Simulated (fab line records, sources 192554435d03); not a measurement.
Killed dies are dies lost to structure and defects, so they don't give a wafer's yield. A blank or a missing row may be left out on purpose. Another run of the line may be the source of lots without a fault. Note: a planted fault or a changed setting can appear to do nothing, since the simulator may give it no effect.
Matching of chambers -- flow n5 finfet -- N5_BEOL_M12_ETCH_59 on rie diel-03: 4 sister chambers
The step etches BARC in N2/H2, target depth 89 nm, overetch 26.7 nm, time 67.9 s. 4 wafers are shown with their chamber, then 7 later ones without.

## WAFERS, EACH WITH ITS CHAMBER
wafer,chamber,showerhead plenum p Torr (Torr)
L085.4,1,2.44
L085.5,2,2.39
L088.1,0,2.61
L088.2,3,2.56

## WAFERS WITH NO CHAMBER GIVEN
wafer,showerhead plenum p Torr (Torr)
L088.4,2.56
L093.4,2.43
L093.5,2.43
L093.6,2.61
L096.1,2.56
L096.2,2.71
L096.6,2.71

## CHAMBER TAKEN BY EACH
wafer,from the rows above,in truth
L088.4,can't be placed: 3 or 0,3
L093.4,can't be placed: 1 or 2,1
L093.5,can't be placed: 1 or 2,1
L093.6,can't be placed: 0 or 3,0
L096.1,can't be placed: 3 or 0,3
L096.2,can't be placed: 0 or 3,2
L096.6,can't be placed: 0 or 3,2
0 of 7 placed correctly. These rows do not allow placing 7 (true chamber among the candidates in 5). Placed wrongly: 0.
How it was worked out, from the rows above alone: a wafer's distance from a chamber is the root of the sum, over the readings, of the square of ((its reading less the chamber's mean) divided by the reading's scatter). If the next closest chamber is less than 2 further off than the closest, the wafer can't be placed; otherwise it belongs to the closest. Each chamber's mean is taken over the wafers shown for it. The scatter (one wafer shown for each chamber): square how far every hidden wafer sits from the nearest shown wafer, average those squares and take the square root.
